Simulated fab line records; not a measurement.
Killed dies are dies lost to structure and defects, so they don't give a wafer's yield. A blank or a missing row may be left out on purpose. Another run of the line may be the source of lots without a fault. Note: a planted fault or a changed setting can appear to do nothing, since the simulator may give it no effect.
Matching of chambers	flow n5_finfet	N5_BEOL_M8_STRIP_19 on rie_diel-01: 4 sister chambers
The step strips in O2. 8 wafers are shown with their chamber, then 12 later ones without.

## WAFERS, EACH WITH ITS CHAMBER
wafer	chamber	drypump_motor_current_A (A)	showerhead_plenum_p_Torr (Torr)
L077.1	3	6.3	2.05
L082.5	2	5.4	2.22
L087.4	1	5.1	2.21
L087.5	3	6.3	2.04
L087.6	0	5.8	2.10
L092.2	1	5.1	2.21
L092.4	0	5.7	2.10
L092.5	2	5.3	2.21

## WAFERS WITH NO CHAMBER GIVEN
wafer	drypump_motor_current_A (A)	showerhead_plenum_p_Torr (Torr)
L094.2	5.1	2.21
L094.4	6.3	2.04
L094.5	6.3	2.04
L095.1	5.1	2.20
L095.3	5.3	2.21
L095.6	5.3	2.21
L096.2	5.1	2.20
L096.4	6.3	2.04
L096.6	6.3	2.03
L097.1	5.3	2.21
L097.2	5.8	2.09
L097.5	5.3	2.21

## WHICH CHAMBER EACH ONE RAN IN
wafer	from the rows above	in truth
L094.2	1	1
L094.4	3	3
L094.5	3	3
L095.1	1	1
L095.3	2	2
L095.6	2	2
L096.2	1	1
L096.4	3	3
L096.6	3	3
L097.1	2	2
L097.2	0	0
L097.5	2	2
Correctly placed: 12 of 12. Number that these rows cannot place: 0. 0 placed wrongly.
How it was worked out, from the rows above alone: a wafer's distance from a chamber is the root of the sum, over the readings, of the square of ((its reading less the chamber's mean) divided by the reading's scatter). If the next closest chamber is less than 2 further off than the closest, the wafer can't be placed; otherwise it belongs to the closest. For every chamber, the mean is computed from those of its wafers that are shown. The scatter is the square root of a quotient: the sum, over the shown wafers, of each reading's squared deviation from its chamber's mean, divided by wafers minus chambers.
